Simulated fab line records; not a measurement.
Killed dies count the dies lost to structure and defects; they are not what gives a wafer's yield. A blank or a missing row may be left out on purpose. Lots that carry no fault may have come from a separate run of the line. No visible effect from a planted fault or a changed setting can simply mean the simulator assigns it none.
Chamber matching -- flow n5_finfet -- N5_BEOL_M1_ALD_98 on ald_sin-02: 4 sister chambers
The step deposits SiO2, target thk 2.5 nm, pulse time 1 s, co reactant pulse time 1 s. 8 wafers are shown with their chamber, then 10 later ones without.

== EACH WAFER AND ITS CHAMBER ==
wafer,chamber,heater_power_w (W),precursor_pulse_height_rel
L080.2,0,97,0.999
L081.3,2,80,0.952
L081.4,1,80,0.986
L082.1,0,97,0.993
L082.4,2,81,0.989
L082.5,3,75,0.972
L083.1,3,75,1.018
L083.5,1,82,1.001

== WAFERS WITHOUT THEIR CHAMBER ==
wafer,heater_power_w (W),precursor_pulse_height_rel
L083.6,80,1.015
L087.2,80,1.029
L087.4,80,1.005
L087.5,79,1.025
L090.1,79,1.046
L090.4,79,0.985
L090.5,78,0.985
L091.3,80,0.976
L091.4,98,0.981
L091.5,77,0.992

== WHICH CHAMBER EACH WENT THROUGH ==
wafer,from the rows above,in truth
L083.6,can't be placed: 1 or 2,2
L087.2,can't be placed: 1 or 2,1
L087.4,can't be placed: 1 or 2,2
L087.5,can't be placed: 1 or 2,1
L090.1,can't be placed: 1 or 2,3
L090.4,can't be placed: 2 or 1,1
L090.5,can't be placed: 2 or 1 or 3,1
L091.3,can't be placed: 2 or 1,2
L091.4,0,0
L091.5,3,3
Correct placement for 2 of the 10. Unplaceable from these rows: 8, with the true chamber sitting among the candidates in 7. Wrongly placed: 0.
How it was worked out, from the rows above alone: a wafer's distance from a chamber is the root of the sum, over the readings, of the square of ((its reading less the chamber's mean) divided by the reading's scatter). The wafer belongs to the nearest chamber; if the next one is less than 2 further off, it can't be placed. Each chamber's mean is taken over the wafers shown for it. The scatter is the square root of a quotient: the sum, over the shown wafers, of each reading's squared deviation from its chamber's mean, divided by wafers minus chambers.
